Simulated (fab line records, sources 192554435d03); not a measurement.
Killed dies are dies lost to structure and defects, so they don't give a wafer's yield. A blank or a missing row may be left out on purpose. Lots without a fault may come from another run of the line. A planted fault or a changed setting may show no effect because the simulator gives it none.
Chamber matching | flow n5_finfet | N5_BEOL_M15_TRENCH_ETCH_34 on rie_diel-04: 4 sister chambers
The step etches SiO2 in C4F8/O2/Ar, target depth 872.93 nm, time 199 s. 8 wafers are shown with their chamber, then 9 later ones without.

WAFERS WITH THEIR CHAMBER
wafer  | chamber | rf_vpp_V (V) | throttle_valve_pct (%)
L080.6 | 1       | 2241         | 31.00
L081.2 | 2       | 2063         | 30.86
L082.2 | 0       | 2157         | 30.18
L082.3 | 3       | 2234         | 30.49
L082.4 | 1       | 2242         | 31.00
L085.3 | 3       | 2234         | 30.49
L085.4 | 0       | 2158         | 30.18
L085.6 | 2       | 2064         | 30.88

WAFERS WITHOUT THEIR CHAMBER
wafer  | rf_vpp_V (V) | throttle_valve_pct (%)
L087.1 | 2157         | 30.18
L087.2 | 2233         | 30.51
L087.3 | 2241         | 31.01
L093.1 | 2232         | 30.52
L093.3 | 2240         | 31.04
L093.4 | 2156         | 30.19
L096.2 | 2156         | 30.20
L096.3 | 2233         | 30.54
L096.5 | 2233         | 30.53

WHICH CHAMBER EACH WENT THROUGH
wafer  | from the rows above | in truth
L087.1 | 0                   | 0
L087.2 | 3                   | 3
L087.3 | 1                   | 1
L093.1 | 3                   | 3
L093.3 | 1                   | 1
L093.4 | 0                   | 0
L096.2 | 0                   | 0
L096.3 | 3                   | 3
L096.5 | 3                   | 3
Placed correctly: 9 of 9. Can't be placed from these rows: 0. Placed wrongly: 0.
How it was worked out, from the rows above alone: a wafer's distance from a chamber is the root of the sum, over the readings, of the square of ((its reading less the chamber's mean) divided by the reading's scatter). The wafer belongs to the nearest chamber; if the next one is less than 2 further off, it can't be placed. A chamber's mean is the mean of its shown wafers. The scatter: the root of (the sum of the squares of (reading less its chamber's mean) over the shown wafers, divided by (wafers less chambers)).
